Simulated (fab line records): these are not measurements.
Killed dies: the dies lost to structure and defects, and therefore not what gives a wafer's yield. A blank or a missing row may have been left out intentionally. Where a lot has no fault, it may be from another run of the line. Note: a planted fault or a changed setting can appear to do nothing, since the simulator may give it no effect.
fab line records + flow n5Finfet
record:
- lots: 7
- wafers: 39
route steps=1938 shown BEOL_M10@1512 MIM_BOT@1833 PASSIVATION@1930
startH: hours from the record's opening day to when the first of the lot's shown wafers began + waitH: hours from the lot's prior step to this one + " the same as in the row above + L1.1+2: a single row standing in for several wafers + - either no value or no given start + * or withheld: withheld + < > ~ a bound
route shown NAME@n: names a module that has steps shown in the file, with the first one's number in the route + usual: mean/standard deviation of fault-free wafers + same: alike in all rows + chamber/n: place in a boat + sites: each site's reading + _std_site: how widely they spread, as a standard deviation + _edge_site: inner sites' mean taken away from outer sites' mean + radiusMm: for every site, how far away it sits from the centre of the wafer + mask NAME#n: copy n + behind: the last tool/chamber to shape the wafer + hold: why the lot went on hold/how many hours it stayed there/how the hold came to an end + device: names the non-switching transistor (n, p or np) + end of line: tests of these same wafers at the route's end + a step without rows: its recipe alone + killed: at the first sort, the dies lost to defects and structure; wafer yield is something else + map: dies across one wafer; x = killed, . = not, _ = none there
set.NAME: setting as actually run; set.NAME@STEP: the setting as run at that earlier step + model.NAME: the simulator's own value behind a step, which no gauge read
one table per step and one row per wafer, for lots whose settings were changed on purpose
== steps ==
step: N5_BEOL_M10_TRENCH_ETCH_37
recipe:
- chemistry: C4F6/O2
- targetDepthA: 1488.3
- target: SiCOH_lowk
- timeS: 48
- ionEnergyEv: 250
- pressureMtorr: 30
- sourceW: 345
- biasW: 185
- Ar_flow_sccm: 300
- C4F6_flow_sccm: 10
- O2_flow_sccm: 10
| lot.wafer | tool       | chamber | startH | waitH | set.targetDepthA | model.BEOL_M10.featureDepthNm | model.etch.depthNm | model.TiN_of_BEOL_M10_HM_DEP_02.thkNm |
|-----------|------------|---------|--------|-------|------------------|-------------------------------|--------------------|---------------------------------------|
| L075.2    | rieDiel-06 | 0       | -      | -     | 1488.3           | 148.8                         | 148.7              | 16.6                                  |
| L075.4    | "          | 3       | "      | "     | 1488.3           | 148.4                         | 148.5              | 16                                    |
| L075.5    | "          | 0       | "      | "     | 1488.3           | 150.4                         | 150.3              | 16.6                                  |
| L076.1    | rieDiel-03 | 0       | -      | -     | 1488.3           | 149.8                         | 149.8              | 16                                    |
| L076.2    | "          | 2       | "      | "     | 1488.3           | 147.2                         | 147.3              | 16.2                                  |
| L076.3    | "          | 3       | "      | "     | 1488.3           | 148.4                         | 148.3              | 16.4                                  |
| L076.4    | "          | 1       | "      | "     | 1488.3           | 143                           | 143.1              | 16.4                                  |
| L076.5    | "          | 2       | "      | "     | 1488.3           | 147.6                         | 147.6              | 16.4                                  |
| L076.6    | "          | 3       | "      | "     | 1488.3           | 148.4                         | 148.5              | 16.4                                  |
| L080.1    | rieDiel-03 | 3       | -      | -     | 1488.3           | 151.4                         | 151.4              | 16.2                                  |
| L080.2    | "          | 2       | "      | "     | 1488.3           | 148.6                         | 148.5              | 16                                    |
| L080.3    | "          | 1       | "      | "     | 1488.3           | 144.2                         | 144.3              | 16                                    |
| L080.4    | "          | 0       | "      | "     | 1488.3           | 149                           | 149.1              | 15.8                                  |
| L080.5    | "          | 0       | "      | "     | 1488.3           | 148.8                         | 148.9              | 16                                    |
| L080.6    | "          | 3       | "      | "     | 1488.3           | 150                           | 150                | 16.2                                  |
| L085.1    | rieDiel-04 | 0       | -      | -     | 811.3            | 77.8                          | 77.74              | 18                                    |
| L085.2    | "          | 1       | "      | "     | 811.3            | 78                            | 78.07              | 17.8                                  |
| L085.3    | "          | 2       | "      | "     | 1488.3           | 149.6                         | 149.7              | 15.8                                  |
| L085.4    | "          | 1       | "      | "     | 811.3            | 78.4                          | 78.32              | 17.8                                  |
| L085.5    | "          | 2       | "      | "     | 1488.3           | 148.8                         | 148.8              | 16                                    |
| L085.6    | "          | 0       | "      | "     | 1488.3           | 143.6                         | 143.6              | 16                                    |
| L087.1    | rieDiel-03 | 2       | -      | -     | 1488.3           | 147                           | 147                | 16.4                                  |
| L087.2    | "          | 3       | "      | "     | 1488.3           | 149.8                         | 149.9              | 16.2                                  |
| L087.3    | "          | 1       | "      | "     | 1488.3           | 144.6                         | 144.6              | 16.4                                  |
| L087.4    | "          | 0       | "      | "     | 2269             | 227.6                         | 227.5              | 14                                    |
| L087.5    | "          | 3       | "      | "     | 2269             | 226.2                         | 226.1              | 14                                    |
| L087.6    | "          | 2       | "      | "     | 2269             | 225.8                         | 225.8              | 14.2                                  |
| L090.1    | rieDiel-06 | 0       | -      | -     | 923.4            | 92                            | 92.09              | 17.2                                  |
| L090.2    | "          | 2       | "      | "     | 1488.3           | 149.4                         | 149.4              | 15.6                                  |
| L090.3    | "          | 1       | "      | "     | 1488.3           | 146                           | 145.9              | 15.6                                  |
| L090.4    | "          | 3       | "      | "     | 1488.3           | 146.8                         | 146.9              | 15.8                                  |
| L090.5    | "          | 1       | "      | "     | 923.4            | 91                            | 91.1               | 17.2                                  |
| L090.6    | "          | 0       | "      | "     | 923.4            | 91                            | 91.08              | 17.4                                  |
| L091.1    | rieDiel-03 | 1       | -      | -     | 1488.3           | 143.6                         | 143.6              | 16                                    |
| L091.2    | "          | 0       | "      | "     | 1488.3           | 149.6                         | 149.6              | 15.8                                  |
| L091.3    | "          | 3       | "      | "     | 1488.3           | 148.8                         | 148.9              | 15.8                                  |
| L091.4    | "          | 2       | "      | "     | 1488.3           | 149.4                         | 149.4              | 15.8                                  |
| L091.5    | "          | 3       | "      | "     | 1488.3           | 149.8                         | 149.8              | 15.6                                  |
| L091.6    | "          | 2       | "      | "     | 1488.3           | 147.4                         | 147.5              | 15.6                                  |
step: N5_BEOL_M10_ETCH_41
recipe:
- chemistry: CH3F/O2
- target: SiCN
- targetDepthA: 426
- taperDeg: 2
- timeS: 86
- ionEnergyEv: 120
- maskMaterial: TiN
- pressureMtorr: 30
- sourceW: 395
- biasW: 75
- Ar_flow_sccm: 150
- CH3F_flow_sccm: 30
- O2_flow_sccm: 20
step: N5_BEOL_M10_STRIP_77
recipe:
- chemistry: N2/H2
- timeS: 10
- powerW: 450
- tempC: 40
- pressureMtorr: 20
- rfFrequencyHz: 6e+07
- biasPowerW: 7
- n2FlowSccm: 200
- h2FlowSccm: 200
step: N5_BEOL_M10_OCD_MEAS_38
usual:
- trenchDepthNm: 147.6/2.4
| lot.wafer | tool   | chamber | startH | waitH | set.targetDepthA@BEOL_M10_TRENCH_ETCH_37 | trenchDepthNm |
|-----------|--------|---------|--------|-------|------------------------------------------|---------------|
| L075.2    | ocd-02 | -       | 222.90 | -     | 1488.3                                   | 148.9         |
| L075.4    | "      | -       | "      | "     | 1488.3                                   | 148.2         |
| L075.5    | "      | -       | "      | "     | 1488.3                                   | 150.4         |
| L076.1    | ocd-01 | -       | 229.60 | -     | 1488.3                                   | 149.8         |
| L076.2    | "      | -       | "      | "     | 1488.3                                   | 147.2         |
| L076.3    | "      | -       | "      | "     | 1488.3                                   | 148.3         |
| L076.4    | "      | -       | "      | "     | 1488.3                                   | 142.8         |
| L076.5    | "      | -       | "      | "     | 1488.3                                   | 147.8         |
| L076.6    | "      | -       | "      | "     | 1488.3                                   | 148.4         |
| L080.1    | ocd-01 | -       | 245.02 | -     | 1488.3                                   | 151.8         |
| L080.2    | "      | -       | "      | "     | 1488.3                                   | 148.6         |
| L080.3    | "      | -       | "      | "     | 1488.3                                   | 144.1         |
| L080.4    | "      | -       | "      | "     | 1488.3                                   | 148.5         |
| L080.5    | "      | -       | "      | "     | 1488.3                                   | 148.7         |
| L080.6    | "      | -       | "      | "     | 1488.3                                   | 150.2         |
| L085.1    | ocd-02 | -       | 280.09 | -     | 811.3                                    | 77.4          |
| L085.2    | "      | -       | "      | "     | 811.3                                    | 77.4          |
| L085.3    | "      | -       | "      | "     | 1488.3                                   | 149.1         |
| L085.4    | "      | -       | "      | "     | 811.3                                    | 78.4          |
| L085.5    | "      | -       | "      | "     | 1488.3                                   | 148.7         |
| L085.6    | "      | -       | "      | "     | 1488.3                                   | 143.9         |
| L087.1    | ocd-01 | -       | 297.91 | -     | 1488.3                                   | 147.2         |
| L087.2    | "      | -       | "      | "     | 1488.3                                   | 150.0         |
| L087.3    | "      | -       | "      | "     | 1488.3                                   | 145.1         |
| L087.4    | "      | -       | "      | "     | 2269                                     | 227.2         |
| L087.5    | "      | -       | "      | "     | 2269                                     | 226.5         |
| L087.6    | "      | -       | "      | "     | 2269                                     | 225.5         |
| L090.1    | ocd-01 | -       | 326.04 | -     | 923.4                                    | 91.8          |
| L090.2    | "      | -       | "      | "     | 1488.3                                   | 150.0         |
| L090.3    | "      | -       | "      | "     | 1488.3                                   | 145.6         |
| L090.4    | "      | -       | "      | "     | 1488.3                                   | 147.1         |
| L090.5    | "      | -       | "      | "     | 923.4                                    | 91.7          |
| L090.6    | "      | -       | "      | "     | 923.4                                    | 91.0          |
| L091.1    | ocd-02 | -       | 327.34 | -     | 1488.3                                   | 143.7         |
| L091.2    | "      | -       | "      | "     | 1488.3                                   | 149.8         |
| L091.3    | "      | -       | "      | "     | 1488.3                                   | 148.7         |
| L091.4    | "      | -       | "      | "     | 1488.3                                   | 149.1         |
| L091.5    | "      | -       | "      | "     | 1488.3                                   | 149.7         |
| L091.6    | "      | -       | "      | "     | 1488.3                                   | 147.2         |
step: N5_BEOL_M10_HM_STRIP_39
recipe:
- chemistry: peroxideTinStrip
- material: TiN
- targetDepthA: 250
- tempC: 50
- timeS: 158
step: N5_BEOL_M10_SRD_40
recipe:
- timeS: 30
- tempC: 23
- rinseLiquid: diw
- dry: ipaMarangoni
step: N5_BEOL_M10_ECD_50
recipe:
- material: Cu
- targetThkA: 3180
step: N5_BEOL_M10_ANNEAL_51
recipe:
- tempC: 225
- timeS: 90
- ambient: N2
step: N5_BEOL_M10_CMP_52
recipe:
- stopOn: SiCOH_lowk
- tOverpolishS: 7
- downForcePsi: 1
- platenRpm: 50
- clearingPlatenDownForcePsi: 1.5
- clearingPlatenRpm: 50
- postCmpClean: cuAlkaline
- targetThkNm: 140
- clearingPlatenPadVelocityMS: 0.99484
- padVelocityMS: 0.99484
| lot.wafer | tool   | chamber | startH | waitH | set.targetDepthA@BEOL_M10_TRENCH_ETCH_37 | model.Cu_of_BEOL_M10_ECD_50.thkNm |
|-----------|--------|---------|--------|-------|------------------------------------------|-----------------------------------|
| L075.2+5  | cmp-03 | 2,3     | 225.14 | 0.2   | 1488.3                                   | 141.8                             |
| L075.4    | "      | 3       | "      | "     | 1488.3                                   | 140.6                             |
| L076.2    | cmp-02 | 0       | 234.77 | 0.2   | 1488.3                                   | 137.4                             |
| L076.4    | "      | 1       | "      | "     | 1488.3                                   | 133.4                             |
| L076.1    | "      | 2       | "      | "     | 1488.3                                   | 142.2                             |
| L076.3    | "      | 3       | "      | "     | 1488.3                                   | 139.4                             |
| L076.6    | "      | 0       | "      | "     | 1488.3                                   | 138.4                             |
| L076.5    | "      | 1       | "      | "     | 1488.3                                   | 138.2                             |
| L080.1    | cmp-01 | 1       | 247.29 | 0.5   | 1488.3                                   | 141.2                             |
| L080.3    | "      | 2       | "      | "     | 1488.3                                   | 137                               |
| L080.4    | "      | 3       | "      | "     | 1488.3                                   | 139                               |
| L080.2    | "      | 0       | "      | "     | 1488.3                                   | 140.4                             |
| L080.5    | "      | 1       | "      | "     | 1488.3                                   | 139.4                             |
| L080.6    | "      | 2       | "      | "     | 1488.3                                   | 142                               |
| L085.1    | cmp-02 | 3       | 282.95 | 0.3   | 811.3                                    | 68.8                              |
| L085.4    | "      | 0       | "      | "     | 811.3                                    | 67.6                              |
| L085.2    | "      | 1       | "      | "     | 811.3                                    | 68.4                              |
| L085.3    | "      | 2       | "      | "     | 1488.3                                   | 142.2                             |
| L085.5    | "      | 3       | "      | "     | 1488.3                                   | 139.6                             |
| L085.6    | "      | 0       | "      | "     | 1488.3                                   | 133                               |
| L087.2    | cmp-03 | 0       | 300.05 | 0.2   | 1488.3                                   | 139.6                             |
| L087.3    | "      | 1       | "      | "     | 1488.3                                   | 135.4                             |
| L087.4    | "      | 2       | "      | "     | 2269                                     | 219                               |
| L087.1    | "      | 3       | "      | "     | 1488.3                                   | 138.8                             |
| L087.5+6  | "      | 0,1     | "      | "     | 2269                                     | 215.6                             |
| L090.3    | cmp-02 | 0       | 327.98 | 0.2   | 1488.3                                   | 136.6                             |
| L090.4    | "      | 1       | "      | "     | 1488.3                                   | 137.4                             |
| L090.2    | "      | 2       | "      | "     | 1488.3                                   | 141                               |
| L090.1    | "      | 3       | "      | "     | 923.4                                    | 83                                |
| L090.5    | "      | 0       | "      | "     | 923.4                                    | 81.4                              |
| L090.6    | "      | 1       | "      | "     | 923.4                                    | 80.6                              |
| L091.4    | cmp-02 | 0       | 329.46 | 0.1   | 1488.3                                   | 139                               |
| L091.3    | "      | 1       | "      | "     | 1488.3                                   | 138.8                             |
| L091.2    | "      | 2       | "      | "     | 1488.3                                   | 142.8                             |
| L091.1    | "      | 3       | "      | "     | 1488.3                                   | 135                               |
| L091.5    | "      | 0       | "      | "     | 1488.3                                   | 138.6                             |
| L091.6    | "      | 1       | "      | "     | 1488.3                                   | 138                               |
step: N5_BEOL_M10_THK_MEAS_53
recipe:
- thkMeasGauge: xrf
- reads: Cu_of_BEOL_M10_ECD_50
usual:
- M10_THK: 136.0/2.7
| lot.wafer | tool         | chamber | startH | waitH | set.targetDepthA@BEOL_M10_TRENCH_ETCH_37 | M10_THK[nm] |
|-----------|--------------|---------|--------|-------|------------------------------------------|-------------|
| L075.2    | filmMetro-01 | -       | 225.43 | -     | 1488.3                                   | 139.5       |
| L075.4    | "            | -       | "      | "     | 1488.3                                   | 137.7       |
| L075.5    | "            | -       | "      | "     | 1488.3                                   | 139.6       |
| L076.1    | filmMetro-02 | -       | 235.07 | -     | 1488.3                                   | 141.6       |
| L076.2    | "            | -       | "      | "     | 1488.3                                   | 135.7       |
| L076.3    | "            | -       | "      | "     | 1488.3                                   | 138.2       |
| L076.4    | "            | -       | "      | "     | 1488.3                                   | 132.1       |
| L076.5    | "            | -       | "      | "     | 1488.3                                   | 137.3       |
| L076.6    | "            | -       | "      | "     | 1488.3                                   | 137.2       |
| L080.1    | filmMetro-01 | -       | 247.58 | -     | 1488.3                                   | 138.6       |
| L080.2    | "            | -       | "      | "     | 1488.3                                   | 138.6       |
| L080.3    | "            | -       | "      | "     | 1488.3                                   | 135.0       |
| L080.4    | "            | -       | "      | "     | 1488.3                                   | 136.5       |
| L080.5    | "            | -       | "      | "     | 1488.3                                   | 137.6       |
| L080.6    | "            | -       | "      | "     | 1488.3                                   | 140.1       |
| L085.1    | filmMetro-01 | -       | 283.24 | -     | 811.3                                    | 67.5        |
| L085.2    | "            | -       | "      | "     | 811.3                                    | 66.9        |
| L085.3    | "            | -       | "      | "     | 1488.3                                   | 139.8       |
| L085.4    | "            | -       | "      | "     | 811.3                                    | 66.5        |
| L085.5    | "            | -       | "      | "     | 1488.3                                   | 136.7       |
| L085.6    | "            | -       | "      | "     | 1488.3                                   | 130.4       |
| L087.1    | filmMetro-02 | -       | 300.34 | -     | 1488.3                                   | 136.6       |
| L087.2    | "            | -       | "      | "     | 1488.3                                   | 137.9       |
| L087.3    | "            | -       | "      | "     | 1488.3                                   | 133.2       |
| L087.4    | "            | -       | "      | "     | 2269                                     | 214.3       |
| L087.5    | "            | -       | "      | "     | 2269                                     | 212.7       |
| L087.6    | "            | -       | "      | "     | 2269                                     | 211.5       |
| L090.1    | filmMetro-02 | -       | 328.28 | -     | 923.4                                    | 80.3        |
| L090.2    | "            | -       | "      | "     | 1488.3                                   | 136.5       |
| L090.3    | "            | -       | "      | "     | 1488.3                                   | 132.2       |
| L090.4    | "            | -       | "      | "     | 1488.3                                   | 132.5       |
| L090.5    | "            | -       | "      | "     | 923.4                                    | 78.9        |
| L090.6    | "            | -       | "      | "     | 923.4                                    | 77.9        |
| L091.1    | filmMetro-01 | -       | 329.76 | -     | 1488.3                                   | 132.9       |
| L091.2    | "            | -       | "      | "     | 1488.3                                   | 140.1       |
| L091.3    | "            | -       | "      | "     | 1488.3                                   | 136.8       |
| L091.4    | "            | -       | "      | "     | 1488.3                                   | 136.4       |
| L091.5    | "            | -       | "      | "     | 1488.3                                   | 136.0       |
| L091.6    | "            | -       | "      | "     | 1488.3                                   | 135.4       |
step: N5_BEOL_M10_PRE_CLEAN_55
recipe:
- gas: NH3
- timeS: 15
- tempC: withheld
- rfPowerW: 300
step: N5_BEOL_M10_DEP_56
recipe:
- material: SiCN
- targetThkA: 150
- tempC: withheld
- precursor: 3MS/NH3
- pressureTorr: 3
- rfW: 202
- timeS: 26.5
step: N5_BEOL_M10_RS_MEAS_57
recipe:
- thkMeasGauge: four-point-probe
- reads: Cu_of_BEOL_M10_ECD_50+Co_of_BEOL_M10_CVD_75+TaN_of_BEOL_M10_ALD_74
usual:
- M10_RS: 0.153/0.0033
| lot.wafer | tool         | chamber | startH | waitH | set.targetDepthA@BEOL_M10_TRENCH_ETCH_37 | M10_RS[ohm/sq] |
|-----------|--------------|---------|--------|-------|------------------------------------------|----------------|
| L075.2    | filmMetro-01 | -       | 225.60 | 0.1   | 1488.3                                   | 0.149          |
| L075.4    | "            | -       | "      | "     | 1488.3                                   | 0.150          |
| L075.5    | "            | -       | "      | "     | 1488.3                                   | 0.148          |
| L076.1    | filmMetro-02 | -       | 235.20 | 0.1   | 1488.3                                   | 0.148          |
| L076.2    | "            | -       | "      | "     | 1488.3                                   | 0.154          |
| L076.3    | "            | -       | "      | "     | 1488.3                                   | 0.152          |
| L076.4    | "            | -       | "      | "     | 1488.3                                   | 0.160          |
| L076.5    | "            | -       | "      | "     | 1488.3                                   | 0.154          |
| L076.6    | "            | -       | "      | "     | 1488.3                                   | 0.153          |
| L080.1    | filmMetro-01 | -       | 247.72 | 0.1   | 1488.3                                   | 0.149          |
| L080.2    | "            | -       | "      | "     | 1488.3                                   | 0.150          |
| L080.3    | "            | -       | "      | "     | 1488.3                                   | 0.154          |
| L080.4    | "            | -       | "      | "     | 1488.3                                   | 0.152          |
| L080.5    | "            | -       | "      | "     | 1488.3                                   | 0.152          |
| L080.6    | "            | -       | "      | "     | 1488.3                                   | 0.148          |
| L085.1    | filmMetro-01 | -       | 283.38 | 0.1   | 811.3                                    | 0.340          |
| L085.2    | "            | -       | "      | "     | 811.3                                    | 0.343          |
| L085.3    | "            | -       | "      | "     | 1488.3                                   | 0.148          |
| L085.4    | "            | -       | "      | "     | 811.3                                    | 0.348          |
| L085.5    | "            | -       | "      | "     | 1488.3                                   | 0.152          |
| L085.6    | "            | -       | "      | "     | 1488.3                                   | 0.159          |
| L087.1    | filmMetro-01 | -       | 300.48 | 0.1   | 1488.3                                   | 0.152          |
| L087.2    | "            | -       | "      | "     | 1488.3                                   | 0.151          |
| L087.3    | "            | -       | "      | "     | 1488.3                                   | 0.156          |
| L087.4    | "            | -       | "      | "     | 2269                                     | 0.093          |
| L087.5    | "            | -       | "      | "     | 2269                                     | 0.094          |
| L087.6    | "            | -       | "      | "     | 2269                                     | 0.094          |
| L090.1    | filmMetro-01 | -       | 328.41 | 0.1   | 923.4                                    | 0.273          |
| L090.2    | "            | -       | "      | "     | 1488.3                                   | 0.149          |
| L090.3    | "            | -       | "      | "     | 1488.3                                   | 0.155          |
| L090.4    | "            | -       | "      | "     | 1488.3                                   | 0.154          |
| L090.5    | "            | -       | "      | "     | 923.4                                    | 0.279          |
| L090.6    | "            | -       | "      | "     | 923.4                                    | 0.282          |
| L091.1    | filmMetro-02 | -       | 329.89 | 0.1   | 1488.3                                   | 0.157          |
| L091.2    | "            | -       | "      | "     | 1488.3                                   | 0.148          |
| L091.3    | "            | -       | "      | "     | 1488.3                                   | 0.152          |
| L091.4    | "            | -       | "      | "     | 1488.3                                   | 0.152          |
| L091.5    | "            | -       | "      | "     | 1488.3                                   | 0.153          |
| L091.6    | "            | -       | "      | "     | 1488.3                                   | 0.153          |
step: N5_MIM_BOT_SPUTTER_00
recipe:
- material: TiN
- targetThkA: 350
- tempC: 200
- powerW: 3000
- chamberPressurePa: 0.49996
- gas: Ar
- reactivePartialPa: 0.37997
- timeS: 89.7
| lot.wafer  | tool          | chamber | startH | waitH | set.timeS | model.TiN_of_MIM_BOT_SPUTTER_00.thkNm |
|------------|---------------|---------|--------|-------|-----------|---------------------------------------|
| L075.2     | pvdSputter-02 | -       | 260.94 | 0.0   | 89.7      | 34.6                                  |
| L075.4     | "             | -       | "      | "     | 89.7      | 35                                    |
| L075.5     | "             | -       | "      | "     | 89.7      | 35.8                                  |
| L076.1+4   | pvdSputter-01 | -       | 267.78 | 0.0   | 89.7      | 35.4                                  |
| L076.2     | "             | -       | "      | "     | 89.7      | 35                                    |
| L076.3     | "             | -       | "      | "     | 89.7      | 35.6                                  |
| L076.5     | "             | -       | "      | "     | 89.7      | 34.8                                  |
| L076.6     | "             | -       | "      | "     | 89.7      | 35.2                                  |
| L080.1     | pvdSputter-02 | -       | 278.74 | 0.0   | 89.7      | 35                                    |
| L080.2     | "             | -       | "      | "     | 50.13     | 20                                    |
| L080.3     | "             | -       | "      | "     | 89.7      | 34.4                                  |
| L080.4     | "             | -       | "      | "     | 50.13     | 18.8                                  |
| L080.5     | "             | -       | "      | "     | 50.13     | 19.6                                  |
| L080.6     | "             | -       | "      | "     | 89.7      | 34.6                                  |
| L085.1+3   | pvdSputter-03 | -       | 318.08 | 0.0   | 89.7      | 35.4                                  |
| L085.2     | "             | -       | "      | "     | 89.7      | 34.6                                  |
| L085.4+6   | "             | -       | "      | "     | 89.7      | 35.2                                  |
| L085.5     | "             | -       | "      | "     | 89.7      | 35.8                                  |
| L087.1     | pvdSputter-01 | -       | 334.88 | 0.0   | 89.7      | 35.6                                  |
| L087.2+6   | "             | -       | "      | "     | 58.52     | 23.4                                  |
| L087.3+5   | "             | -       | "      | "     | 89.7      | 34.8                                  |
| L087.4     | "             | -       | "      | "     | 58.52     | 22.8                                  |
| L090.1+5   | pvdSputter-02 | -       | 364.65 | 0.0   | 89.7      | 34.6                                  |
| L090.2     | "             | -       | "      | "     | 89.7      | 34.8                                  |
| L090.3     | "             | -       | "      | "     | 41.04     | 15.8                                  |
| L090.4     | "             | -       | "      | "     | 41.04     | 16.8                                  |
| L090.6     | "             | -       | "      | "     | 41.04     | 16                                    |
| L091.1+6   | pvdSputter-03 | -       | 365.64 | 0.0   | 89.7      | 35.6                                  |
| L091.2     | "             | -       | "      | "     | 89.7      | 34.4                                  |
| L091.3+4+5 | "             | -       | "      | "     | 89.7      | 34.8                                  |
step: N5_PASSIVATION_ETCH_54
recipe:
- chemistry: CHF3/O2
- target: SiO2
- targetDepthA: 8800
- CHF3_flow_sccm: 50
- O2_flow_sccm: 5
- Ar_flow_sccm: 200
- timeS: 440
- maskMaterial: PR
- pressureMtorr: 30
- sourceW: 650
- biasW: 170
- ionEnergyEv: 200
| lot.wafer | tool       | chamber | startH | waitH | set.targetDepthA | model.PASSIVATION.featureDepthNm | model.etch.depthNm |
|-----------|------------|---------|--------|-------|------------------|----------------------------------|--------------------|
| L075.2    | rieDiel-03 | 1       | 271.83 | 0.1   | 8800             | 831                              | 830.9              |
| L075.4    | "          | 3       | "      | "     | 8800             | 873                              | 873                |
| L075.5    | "          | 0       | "      | "     | 8800             | 875.4                            | 875.4              |
| L076.1    | rieDiel-06 | 1       | 276.87 | 0.1   | 8800             | 880.4                            | 880.4              |
| L076.2    | "          | 2       | "      | "     | 13120            | 1307                             | 1307               |
| L076.3    | "          | 0       | "      | "     | 13120            | 1303                             | 1303               |
| L076.4    | "          | 3       | "      | "     | 8800             | 878.2                            | 878.1              |
| L076.5    | "          | 2       | "      | "     | 13120            | 1312                             | 1312               |
| L076.6    | "          | 3       | "      | "     | 8800             | 883                              | 883                |
| L080.1    | rieDiel-06 | 1       | 288.30 | 0.1   | 8800             | 869.4                            | 869.4              |
| L080.2    | "          | 3       | "      | "     | 3682             | 368.8                            | 368.8              |
| L080.3    | "          | 2       | "      | "     | 3682             | 366.6                            | 366.6              |
| L080.4    | "          | 0       | "      | "     | 8800             | 873.4                            | 873.4              |
| L080.5    | "          | 3       | "      | "     | 8800             | 874.4                            | 874.3              |
| L080.6    | "          | 2       | "      | "     | 3682             | 366.6                            | 366.7              |
| L085.1    | rieDiel-06 | 0       | 326.80 | 0.1   | 8800             | 879.2                            | 879.3              |
| L085.2    | "          | 1       | "      | "     | 5477             | 538                              | 538                |
| L085.3    | "          | 2       | "      | "     | 8800             | 880.4                            | 880.5              |
| L085.4    | "          | 0       | "      | "     | 8800             | 878.8                            | 878.8              |
| L085.5    | "          | 2       | "      | "     | 5477             | 548                              | 548                |
| L085.6    | "          | 1       | "      | "     | 5477             | 542.4                            | 542.4              |
| L087.1    | rieDiel-04 | 3       | 342.66 | 0.1   | 8800             | 876.6                            | 876.5              |
| L087.2    | "          | 2       | "      | "     | 8800             | 879.8                            | 879.8              |
| L087.3    | "          | 0       | "      | "     | 6395             | 603.8                            | 603.8              |
| L087.4    | "          | 3       | "      | "     | 8800             | 875.2                            | 875.1              |
| L087.5    | "          | 2       | "      | "     | 6395             | 641                              | 641.1              |
| L087.6    | "          | 0       | "      | "     | 6395             | 602.8                            | 602.9              |
| L091.1    | rieDiel-04 | 2       | 376.28 | 0.1   | 11910            | 1210                             | 1210               |
| L091.2    | "          | 3       | "      | "     | 11910            | 1206                             | 1206               |
| L091.3    | "          | 1       | "      | "     | 8800             | 864.8                            | 864.8              |
| L091.4    | "          | 2       | "      | "     | 8800             | 898.4                            | 898.5              |
| L091.5    | "          | 3       | "      | "     | 8800             | 895.4                            | 895.4              |
| L091.6    | "          | 1       | "      | "     | 11910            | 1176                             | 1176               |
| L090.1    | rieDiel-03 | 1       | 376.40 | 0.2   | 8800             | 839.8                            | 839.9              |
| L090.2    | "          | 0       | "      | "     | 8800             | 888.2                            | 888.2              |
| L090.3    | "          | 1       | "      | "     | 8800             | 845                              | 845                |
| L090.4    | "          | 0       | "      | "     | 8800             | 882.2                            | 882.1              |
| L090.5    | "          | 0       | "      | "     | 8800             | 875.8                            | 875.8              |
| L090.6    | "          | 1       | "      | "     | 8800             | 837                              | 837.1              |
== key ==
split:
- step: N5_BEOL_M10_TRENCH_ETCH_37
- setting: targetDepthA
- stated: 1488.3
- by: wafer
response:
- step: N5_BEOL_M10_TRENCH_ETCH_37
- reading: model.BEOL_M10.featureDepthNm
- change: +1.51
- per: 1%
- r: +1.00
response:
- step: N5_BEOL_M10_TRENCH_ETCH_37
- reading: model.etch.depthNm
- change: +1.51
- per: 1%
- r: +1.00
response:
- step: N5_BEOL_M10_TRENCH_ETCH_37
- reading: model.TiN_of_BEOL_M10_HM_DEP_02.thkNm
- change: -0.0427
- per: 1%
- r: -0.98
response:
- step: N5_BEOL_M10_OCD_MEAS_38
- reading: trenchDepthNm
- change: +1.51
- per: 1%
- r: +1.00
response:
- step: N5_BEOL_M10_CMP_52
- reading: model.Cu_of_BEOL_M10_ECD_50.thkNm
- change: +1.51
- per: 1%
- r: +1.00
response:
- step: N5_BEOL_M10_THK_MEAS_53
- reading: M10_THK
- change: +1.48
- per: 1%
- r: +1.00
response:
- step: N5_BEOL_M10_RS_MEAS_57
- reading: M10_RS
- change: -0.00264
- per: 1%
- r: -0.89
split:
- step: N5_MIM_BOT_SPUTTER_00
- setting: timeS
- stated: 89.7
- by: wafer
response:
- step: N5_MIM_BOT_SPUTTER_00
- reading: model.TiN_of_MIM_BOT_SPUTTER_00.thkNm
- change: +0.342
- per: 1%
- r: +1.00
split:
- step: N5_PASSIVATION_ETCH_54
- setting: targetDepthA
- stated: 8800
- by: wafer
response:
- step: N5_PASSIVATION_ETCH_54
- reading: model.PASSIVATION.featureDepthNm
- change: +8.81
- per: 1%
- r: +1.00
response:
- step: N5_PASSIVATION_ETCH_54
- reading: model.etch.depthNm
- change: +8.81
- per: 1%
- r: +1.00
